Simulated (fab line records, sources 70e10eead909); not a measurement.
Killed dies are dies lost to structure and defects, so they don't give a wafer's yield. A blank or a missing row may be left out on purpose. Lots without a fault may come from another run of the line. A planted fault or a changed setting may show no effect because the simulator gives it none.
Chamber matching | flow nand_harc | NHARC_A_STAIRCASE_DEP_151 on pecvd-04: 3 sister chambers
The step deposits SiO2, target thk 7200 nm. 3 wafers are shown with their chamber, then 11 later ones without.

WAFERS WITH THEIR CHAMBER
wafer  | chamber | heater_power_w (W)
L092.1 | 0       | 759
L092.2 | 2       | 764
L091.1 | 1       | 692

WAFERS WITHOUT THEIR CHAMBER
wafer  | heater_power_w (W)
L091.4 | 625
L091.5 | 657
L093.1 | 808
L093.4 | 644
L093.5 | 580
L094.3 | 728
L094.5 | 592
L094.6 | 634
L097.1 | 744
L097.2 | 735
L097.6 | 644

WHICH CHAMBER EACH WENT THROUGH
wafer  | from the rows above          | in truth
L091.4 | can't be placed: 1 or 0 or 2 | 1
L091.5 | can't be placed: 1 or 0 or 2 | 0
L093.1 | can't be placed: 2 or 0 or 1 | 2
L093.4 | can't be placed: 1 or 0 or 2 | 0
L093.5 | can't be placed: 1 or 0 or 2 | 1
L094.3 | can't be placed: 0 or 1 or 2 | 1
L094.5 | can't be placed: 1 or 0 or 2 | 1
L094.6 | can't be placed: 1 or 0 or 2 | 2
L097.1 | can't be placed: 0 or 2 or 1 | 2
L097.2 | can't be placed: 0 or 2 or 1 | 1
L097.6 | can't be placed: 1 or 0 or 2 | 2
Placed correctly: 0 of 11. Can't be placed from these rows: 11 (the true chamber is among the candidates in 11). Placed wrongly: 0.
How it was worked out, from the rows above alone: a wafer's distance from a chamber is the root of the sum, over the readings, of the square of ((its reading less the chamber's mean) divided by the reading's scatter). The wafer belongs to the nearest chamber; if the next one is less than 2 further off, it can't be placed. A chamber's mean is the mean of its shown wafers. The scatter: with one shown wafer a chamber, the root of the mean of the squares of how far each hidden wafer lies from its nearest shown one.
